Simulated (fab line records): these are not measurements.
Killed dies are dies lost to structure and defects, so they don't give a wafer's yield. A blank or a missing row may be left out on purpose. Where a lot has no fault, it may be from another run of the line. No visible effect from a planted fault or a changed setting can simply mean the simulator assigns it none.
fab line records    flow nand-harc
record: lots: 12  wafers: 36  last-day: 24
route steps=1159 shown A_STAIRCASE@583 END@1159
lots with no fault: from the same line, run without faults
start-h: the number of hours between the record's first day and the start of the first shown wafer of the lot    wait-h: hours since the lot's step before    " repeats the value in the row above    L1.1+2: a row that stands for several wafers    - no value present, or no start provided    * or withheld: withheld    < > ~ a bound
route shown NAME@n: a module of which the file shows steps, and the number in the route of the first    usual: average and standard deviation across the fault-free wafers    same: alike in all rows    chamber/n: place in a boat    sites: per-site readings    _std_site: the values' standard deviation    _edge_site: mean of outer sites minus mean of inner sites    radius-mm: how far each site lies from the wafer's centre    mask NAME#n: copy n    behind: tool/chamber where the wafer was last shaped    hold: reason for holding the lot/hours on hold/outcome of the hold    device: the n, p or np transistor that did not switch    end of line: the tests these same wafers got at the end of their route    a step with no rows: only its recipe    killed: count of dies lost to structure and defects at first sort (not the wafer's yield)    map: the dies of a wafer, with x for killed, . for not killed, _ for no die there
set.NAME: the setting the step ran with; set.NAME@STEP: the setting that earlier step ran with    model.NAME: the simulator's own value behind a step, which no gauge read
the route's steps for a sample of lots (tables are steps, rows are wafers)
services: the hour from which a tool's chamber was out of use, counted from the record's first day as start-h (under 0 if before that day), plus the number of hours and why
== steps ==
step: NHARC_A_STAIRCASE_TRIM_189
recipe: time-s: 211.2  o2-flow-sccm: 500  ar-flow-sccm: 0  bias-w: 0  chemistry: O2
usual: drypump-motor-current-A: 5.7/0.37  oes-product-au: 0.996/0.013  rf-vpp-V: 58.0/0.85  showerhead-plenum-p-Torr: 3.61/0.14  throttle-valve-pct: 17.037/0.0093
lot.wafer  tool         chamber  start-h  wait-h  drypump-motor-current-A  oes-product-au  rf-hours-counter-h  rf-vpp-V  showerhead-plenum-p-Torr  throttle-valve-pct
L749.1     rie-diel-07  0        -        -       5.3                      0.979           5                   58.6      3.72                      17.032
L749.2     "            3        "        "       5.7                      1.008           5                   58.5      3.61                      17.044
L749.6     "            0        "        "       5.3                      0.983           -                   57.5      3.72                      17.036
L748.1     rie-diel-07  0        -        -       5.3                      1.002           5                   59.0      3.72                      17.042
L748.3     "            1        "        "       5.9                      0.990           5                   58.4      3.57                      17.025
L748.6     "            3        "        "       5.7                      1.019           -                   57.6      3.61                      17.033
L752.1     rie-diel-06  2        -        -       5.5                      1.029           1                   59.3      3.71                      17.030
L752.4     "            0        "        "       5.6                      1.000           3                   58.4      3.60                      17.041
L752.6     "            3        "        "       4.8                      0.988           -                   58.4      3.69                      17.046
L758.3     rie-diel-13  2        -        -       5.3                      1.003           8                   57.6      3.47                      17.043
L758.2     "            3        "        "       5.5                      1.005           12                  58.8      3.29                      17.029
L758.5     "            2        "        "       5.3                      1.000           -                   57.5      3.47                      17.032
L761.1     rie-diel-06  0        -        -       5.7                      1.006           28                  57.2      3.59                      17.030
L761.3     "            1        "        "       5.7                      0.984           26                  55.6      3.43                      17.043
L761.6     "            3        "        "       4.8                      0.982           -                   57.0      3.67                      17.049
L762.2     rie-diel-07  0        -        -       5.3                      1.008           33                  57.9      3.70                      17.027
L762.6     "            3        "        "       5.8                      1.018           -                   56.7      3.59                      17.021
L762.5     "            0        "        "       5.3                      1.012           -                   58.2      3.70                      17.032
L764.2     rie-diel-13  0        -        -       5.9                      0.995           19                  58.9      3.80                      17.038
L764.4     "            0        "        "       5.9                      0.991           -                   59.1      3.80                      17.030
L764.6     "            1        "        "       6.2                      0.981           -                   58.3      3.52                      17.056
L763.4     rie-diel-06  1        -        -       5.7                      0.996           30                  56.8      3.43                      17.025
L763.2     "            3        "        "       4.8                      0.993           31                  56.9      3.67                      17.024
L763.5     "            0        "        "       5.7                      1.014           -                   59.0      3.59                      17.020
L765.4     rie-diel-13  0        -        -       5.9                      1.008           22                  58.3      3.80                      17.027
L765.2     "            2        "        "       5.4                      1.001           11                  57.1      3.47                      17.049
L765.6     "            0        "        "       5.9                      0.991           -                   57.9      3.80                      17.022
L767.2     rie-diel-06  2        -        -       5.5                      1.006           37                  58.8      3.69                      17.042
L767.6     "            1        "        "       5.6                      0.987           -                   58.4      3.43                      17.025
L767.5     "            2        "        "       5.5                      1.007           -                   58.0      3.69                      17.042
L766.1     rie-diel-06  1        -        -       5.7                      0.974           39                  56.1      3.43                      17.039
L766.2     "            3        "        "       4.8                      0.993           40                  57.2      3.67                      17.029
L766.6     "            0        "        "       5.6                      1.009           -                   57.1      3.58                      17.022
L770.3     rie-diel-13  0        -        -       5.9                      0.987           36                  59.9      3.79                      17.035
L770.4     "            2        "        "       5.3                      0.989           22                  57.5      3.46                      17.036
L770.6     "            0        "        "       5.9                      0.995           -                   57.2      3.79                      17.032
step: NHARC_A_STAIRCASE_ETCH_192
recipe: target-depth-a: 1000  time-s: 40.5  ion-energy-ev: 400  c4f8-flow-sccm: 20  o2-flow-sccm: 10  ar-flow-sccm: withheld  rf-w: 600  bias-w: 1000  chemistry: C4F8/O2
usual: bias-w: 999.8/2.7  chamber-pressure-mTorr: 24.998/0.024  oes-product-au: 0.935/0.013  rf-vpp-V: 899/4.8
lot.wafer  tool         chamber  start-h  wait-h  bias-w  chamber-pressure-mTorr  oes-product-au  rf-hours-counter-h  rf-vpp-V
L749.2     rie-diel-07  0        -        -       999.8   25.021                  0.930           5                   902
L749.1     "            1        "        "       995.7   25.013                  0.931           5                   899
L749.6     "            2        "        "       997.6   24.960                  0.931           -                   905
L748.3     rie-diel-07  1        -        -       1000.4  24.991                  0.938           5                   898
L748.1     "            3        "        "       996.3   25.019                  0.953           5                   899
L748.6     "            2        "        "       1000.0  25.014                  0.927           -                   905
L752.1     rie-diel-06  0        -        -       999.8   25.008                  0.939           3                   898
L752.4     "            2        "        "       998.1   25.000                  0.949           1                   903
L752.6     "            3        "        "       1005.9  25.044                  0.913           -                   902
L758.3     rie-diel-13  2        -        -       1000.8  24.979                  0.918           9                   893
L758.2     "            0        "        "       1001.3  24.996                  0.938           11                  906
L758.5     "            3        "        "       1004.1  25.058                  0.927           -                   887
L761.3     rie-diel-06  3        -        -       1000.5  24.985                  0.931           27                  902
L761.1     "            1        "        "       1005.4  24.989                  0.938           26                  894
L761.6     "            3        "        "       995.8   25.021                  0.923           -                   901
L762.2     rie-diel-07  1        -        -       999.2   25.025                  0.940           33                  896
L762.5     "            2        "        "       998.2   24.988                  0.917           -                   904
L762.6     "            3        "        "       1001.4  24.994                  0.954           -                   899
L764.2     rie-diel-13  0        -        -       998.9   25.020                  0.932           19                  905
L764.6     "            1        "        "       1000.9  25.008                  0.917           -                   895
L764.4     "            3        "        "       1000.4  24.968                  0.936           -                   887
L763.4     rie-diel-06  3        -        -       1001.5  25.001                  0.955           31                  901
L763.2     "            0        "        "       998.4   25.026                  0.940           32                  899
L763.5     "            2        "        "       999.5   24.990                  0.960           -                   900
L765.4     rie-diel-13  3        -        -       1005.9  24.987                  0.928           22                  886
L765.2     "            0        "        "       1001.5  24.970                  0.933           23                  906
L765.6     "            2        "        "       995.5   24.941                  0.921           -                   895
L767.2     rie-diel-06  1        -        -       998.8   24.973                  0.908           39                  891
L767.5     "            3        "        "       1002.2  24.964                  0.937           -                   900
L767.6     "            0        "        "       998.7   24.986                  0.938           -                   898
L766.1     rie-diel-06  3        -        -       1002.7  24.984                  0.934           40                  902
L766.2     "            0        "        "       998.3   25.044                  0.939           41                  899
L766.6     "            3        "        "       1003.6  24.980                  0.935           -                   901
L770.4     rie-diel-13  0        -        -       997.8   24.984                  0.918           36                  904
L770.3     "            3        "        "       999.0   24.991                  0.941           34                  887
L770.6     "            1        "        "       998.1   25.041                  0.923           -                   895
step: NHARC_A_STAIRCASE_ETCH_201
recipe: target-depth-a: 1000  time-s: 40.5  ion-energy-ev: 400  c4f8-flow-sccm: 20  o2-flow-sccm: 10  ar-flow-sccm: withheld  rf-w: 600  bias-w: 1000  chemistry: C4F8/O2
usual: bias-w: 1000/3.1  chamber-pressure-mTorr: 25.003/0.023  oes-product-au: 0.937/0.013  rf-vpp-V: 898/5.1
lot.wafer  tool         chamber  start-h  wait-h  bias-w  chamber-pressure-mTorr  oes-product-au  rf-hours-counter-h  rf-vpp-V
L748.1     rie-diel-07  2        252.12   -       1004    24.985                  0.937           6                   905
L748.3     "            1        "        "       1001    24.977                  0.934           6                   896
L748.6     "            3        "        "       1003    24.996                  0.966           -                   899
L749.1     rie-diel-06  1        252.17   -       998     25.040                  0.925           0                   893
L749.2     "            3        "        "       998     25.016                  0.931           0                   902
L749.6     "            3        "        "       1001    25.028                  0.927           -                   902
L752.4     rie-diel-07  3        264.12   -       999     24.941                  0.951           11                  899
L752.1     "            1        "        "       999     25.009                  0.943           11                  898
L752.6     "            0        "        "       999     25.021                  0.942           -                   902
L758.3     rie-diel-13  3        320.87   -       -       -                       -               -                   -
L758.2     "            0        "        "       -       -                       -               -                   -
L758.5     "            3        "        "       -       -                       -               -                   -
L761.1     rie-diel-06  2        330.15   -       -       -                       -               -                   -
L761.3     "            0        "        "       -       -                       -               -                   -
L761.6     "            2        "        "       -       -                       -               -                   -
L762.2     rie-diel-07  2        330.54   -       -       -                       -               -                   -
L762.5     "            2        "        "       -       -                       -               -                   -
L762.6     "            3        "        "       -       -                       -               -                   -
L764.2     rie-diel-07  0        333.11   -       998     25.006                  0.939           35                  902
L764.4     "            3        "        "       1001    25.013                  0.961           36                  899
L764.6     "            1        "        "       1004    25.010                  0.928           -                   897
L763.2     rie-diel-06  2        338.90   -       998     24.997                  0.955           29                  901
L763.4     "            2        "        "       995     25.010                  0.951           -                   901
L763.5     "            3        "        "       1005    24.974                  0.949           -                   901
L765.2     rie-diel-13  2        342.46   -       996     24.972                  0.924           12                  894
L765.4     "            3        "        "       1001    25.002                  0.939           23                  887
L765.6     "            3        "        "       997     24.991                  0.942           -                   887
L767.2     rie-diel-13  2        364.91   -       1000    24.987                  0.928           19                  895
L767.5     "            1        "        "       1000    24.997                  0.921           -                   897
L767.6     "            2        "        "       1003    24.991                  0.928           -                   894
L766.2     rie-diel-06  0        365.14   -       1003    24.982                  0.944           42                  897
L766.1     "            2        "        "       998     25.022                  0.953           38                  903
L766.6     "            0        "        "       997     24.996                  0.944           -                   897
L770.4     rie-diel-13  1        377.01   -       1000    25.008                  0.927           36                  895
L770.3     "            3        "        "       997     24.991                  0.952           34                  886
L770.6     "            2        "        "       1002    25.041                  0.940           -                   892
step: NHARC_A_STAIRCASE_STRIP_205
recipe: power-w: 1500  temp-c: 250  chemistry: O2
usual: drypump-motor-current-A: 5.7/0.33  heater-power-w: 352/29
lot.wafer  tool             chamber  start-h  wait-h  drypump-motor-current-A  heater-power-w  rf-hours-counter-h
L748.1     plasma-asher-01  1        252.96   0.5     6.1                      319             52
L748.3     "                0        "        "       5.9                      409             -
L748.6     "                1        "        "       6.1                      316             -
L749.1     plasma-asher-01  1        253.25   0.7     6.1                      315             52
L749.2     "                0        "        "       5.9                      412             52
L749.6     "                1        "        "       6.0                      314             -
L752.1     plasma-asher-02  0        264.53   0.1     5.3                      330             23
L752.4     "                1        "        "       5.5                      365             -
L752.6     "                0        "        "       5.2                      325             -
L758.2     plasma-asher-02  1        321.46   0.3     5.4                      375             44
L758.3     "                1        "        "       5.4                      371             -
L758.5     "                1        "        "       5.5                      364             -
L761.1     plasma-asher-01  1        330.61   0.1     6.1                      317             14
L761.3     "                0        "        "       5.9                      378             -
L761.6     "                1        "        "       6.1                      321             -
L762.2     plasma-asher-01  0        331.00   0.1     5.9                      380             14
L762.6     "                1        "        "       6.1                      323             -
L762.5     "                0        "        "       5.9                      375             -
L764.2     plasma-asher-02  0        333.55   0.1     5.3                      327             49
L764.4     "                0        "        "       5.3                      332             -
L764.6     "                0        "        "       5.3                      331             -
L763.2     plasma-asher-02  0        339.39   0.1     5.3                      336             51
L763.4     "                0        "        "       5.3                      328             -
L763.5     "                1        "        "       5.4                      372             -
L765.2     plasma-asher-02  0        343.12   0.3     5.3                      327             53
L765.4     "                0        "        "       5.3                      327             -
L765.6     "                0        "        "       5.2                      323             -
L767.2     plasma-asher-01  1        365.91   0.7     6.1                      324             27
L767.5     "                1        "        "       6.1                      321             -
L767.6     "                0        "        "       5.9                      381             -
L766.1     plasma-asher-01  1        366.96   1.5     6.1                      328             28
L766.2     "                0        "        "       5.9                      378             28
L766.6     "                1        "        "       6.1                      325             -
L770.3     plasma-asher-02  1        377.56   0.2     5.4                      333             -
L770.4     "                0        "        "       5.2                      346             -
L770.6     "                1        "        "       5.4                      344             -
step: NHARC_END_SORT_01
recipe: temp-c: 25
usual: killed-at-array: 25/7.8  killed-at-other: 0.6/0.81  killed-at-periphery: 3.3/2.2  killed-dies: 29/8.2  killed-open: 3.5/1.9  killed-short: 1.8/1.3
same: gross-dies: 677
lot.wafer  tool       chamber  start-h  wait-h  killed-at-array  killed-at-other  killed-at-periphery  killed-dies  killed-open  killed-short
L761.1     prober-01  0        531.28   2.5     673              3                1                    677          4            0
L761.3     prober-01  0        532.86   3.1     675              0                2                    677          1            2
L761.6     prober-01  0        535.23   4.0     672              2                3                    677          3            2
L758.2     prober-02  0        532.05   2.8     671              3                3                    677          3            1
L758.3     prober-02  0        532.84   3.1     676              0                1                    677          4            5
L758.5     prober-02  0        534.44   3.7     672              3                2                    677          2            1
L762.2     prober-01  0        539.86   2.8     672              0                5                    677          5            0
L762.5     prober-01  0        542.26   3.7     676              0                1                    677          3            2
L762.6     prober-01  0        543.06   4.0     670              1                6                    677          6            2
killed by level:class
L761.1 A_STAIRCASE:area-etch=659 A_CONTACT:chamber-film-flake=5 A_CHANNEL_HOLE_D1:chamber-film-flake=4 THIN_TSV:chamber-film-flake=3 A_BLC:geometric-particle:open=2 A_WL_FILL:geometric-particle:open=1 A_CONTACT:geometric-particle:open=1 P_GATE:chamber-film-flake=1
L758.2 A_STAIRCASE:area-etch=633 A_CHANNEL_HOLE_D1:chamber-film-flake=14 A_SLIT:chamber-film-flake=10 A_CONTACT:chamber-film-flake=9 A_CHANNEL_FILL_D1:chamber-film-flake=3 THIN_TSV:chamber-film-flake=3 P_GATE:geometric-particle:open=1 P_CONTACT:geometric-particle:open=1
L758.3 A_STAIRCASE:area-etch=631 A_SLIT:chamber-film-flake=14 A_CHANNEL_HOLE_D1:chamber-film-flake=14 A_CONTACT:chamber-film-flake=6 A_CHANNEL_FILL_D1:chamber-film-flake=3 A_CHANNEL_FILL_D1:geometric-particle:short=2 A_WL_FILL:geometric-particle:short=2 P_M0:geometric-particle:open=1
L761.3 A_STAIRCASE:area-etch=657 A_CHANNEL_HOLE_D1:chamber-film-flake=8 A_CONTACT:chamber-film-flake=7 P_GATE:geometric-particle:short=1 P_M1:geometric-particle:open=1 A_M1:geometric-particle:short=1 A_ZERO_WELL:chamber-film-flake=1 A_SLIT:chamber-film-flake=1
L758.5 A_STAIRCASE:area-etch=636 A_CHANNEL_HOLE_D1:chamber-film-flake=19 A_SLIT:chamber-film-flake=10 A_CONTACT:chamber-film-flake=4 THIN_TSV:chamber-film-flake=2 P_M1:geometric-particle:open=1 A_CONTACT:geometric-particle:open=1 STARTING-WAFER:geometric-particle:short=1
L761.6 A_STAIRCASE:area-etch=659 A_CHANNEL_HOLE_D1:chamber-film-flake=6 A_CONTACT:chamber-film-flake=4 THIN_TSV:chamber-film-flake=2 P_M0:geometric-particle:open=1 P_M0:geometric-particle:short=1 A_SGD_CUT:geometric-particle:open=1 A_WL_FILL:geometric-particle:short=1
L762.2 A_STAIRCASE:area-etch=636 A_CHANNEL_HOLE_D1:chamber-film-flake=14 A_SLIT:chamber-film-flake=8 P_M1:chamber-film-flake=5 A_CONTACT:geometric-particle:open=4 A_CONTACT:chamber-film-flake=3 A_ZERO_WELL:chamber-film-flake=2 A_WL_FILL:chamber-film-flake=2
L762.5 A_STAIRCASE:area-etch=649 A_SLIT:chamber-film-flake=13 A_CHANNEL_HOLE_D1:chamber-film-flake=8 A_WL_FILL:geometric-particle:short=2 A_CONTACT:chamber-film-flake=2 P_GATE:geometric-particle:open=1 A_BLC:geometric-particle:open=1 A_M1:geometric-particle:open=1
L762.6 A_STAIRCASE:area-etch=630 A_CHANNEL_HOLE_D1:chamber-film-flake=17 A_SLIT:chamber-film-flake=12 P_M1:chamber-film-flake=5 A_WL_FILL:geometric-particle:short=2 A_ZERO_WELL:chamber-film-flake=2 A_CONTACT:chamber-film-flake=2 P_M1:geometric-particle:open=1
== services ==
tool             chamber  start-h  hours  kind
rie-diel-07      -        228.74   9.0    pm
rie-diel-06      2        239.20   17.2   repair
rie-diel-06      -        241.58   9.0    pm
rie-diel-06      0        241.58   9.0    vent-cycle
rie-diel-06      1        241.58   9.0    vent-cycle
rie-diel-06      3        241.58   9.0    vent-cycle
rie-diel-06      0        250.58   -      clean
rie-diel-06      0        250.58   -      consumable-replace:focus-ring
rie-diel-06      1        250.58   -      clean
rie-diel-06      3        250.58   -      clean
rie-diel-06      0        276.07   -      clean
rie-diel-06      1        276.07   -      clean
rie-diel-06      2        276.07   -      clean
rie-diel-06      3        276.07   -      clean
rie-diel-13      -        276.13   9.0    pm
plasma-asher-01  -        276.40   9.0    pm
rie-diel-13      2        286.64   8.8    repair
rie-diel-06      0        300.58   -      clean
rie-diel-06      1        303.21   7.4    repair
rie-diel-07      1        304.31   1.4    repair
rie-diel-06      -        323.32   2.1    repair
rie-diel-07      -        325.65   0.8    repair
rie-diel-06      0        338.06   2.3    repair
plasma-asher-02  -        360.32   9.0    pm
== key ==
first-sign: step: NHARC_A_STAIRCASE_ETCH_201  reading: tool-record  direction: missing
effect: step: NHARC_END_SORT_01  reading: killed-at-array  direction: up  sigmas: 83  usual: 25  struck: 673
more-kills-born-at: NHARC_A_STAIRCASE_ETCH_201@rie-diel-06: 1974  NHARC_A_STAIRCASE_ETCH_201@rie-diel-07: 1915  NHARC_A_STAIRCASE_ETCH_201@rie-diel-13: 1900
met-at NHARC_A_STAIRCASE_ETCH_201
struck-lots L758,L761,L762
later-rows-left-out L758.2,L758.3,L758.5,L761.1,L761.3,L761.6,L762.2,L762.5,L762.6
tester-left-out L758,L761,L762
not-acting-at NHARC_A_STAIRCASE_TRIM_189,NHARC_A_STAIRCASE_ETCH_192,NHARC_A_STAIRCASE_STRIP_205
onset-between 264.12 320.87
fault: kind: skipped-step-whole  tool: rie-diel-06,rie-diel-07,rie-diel-13  chamber: -  onset-h: 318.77  steps: NHARC_A_STAIRCASE_ETCH_201  scope: struck-lots-only
tester-left-out: of these lots the tester's yield and bins aren't shown, on N5 and GAA mostly nor the transistor test; their killed dies are dies lost to structure and defects alone, not to doping, threshold or leakage, so they don't give the yield
later-rows-left-out: the simulator's readings of these wafers behind a module that went badly wrong aren't trusted and aren't shown, but for the sort
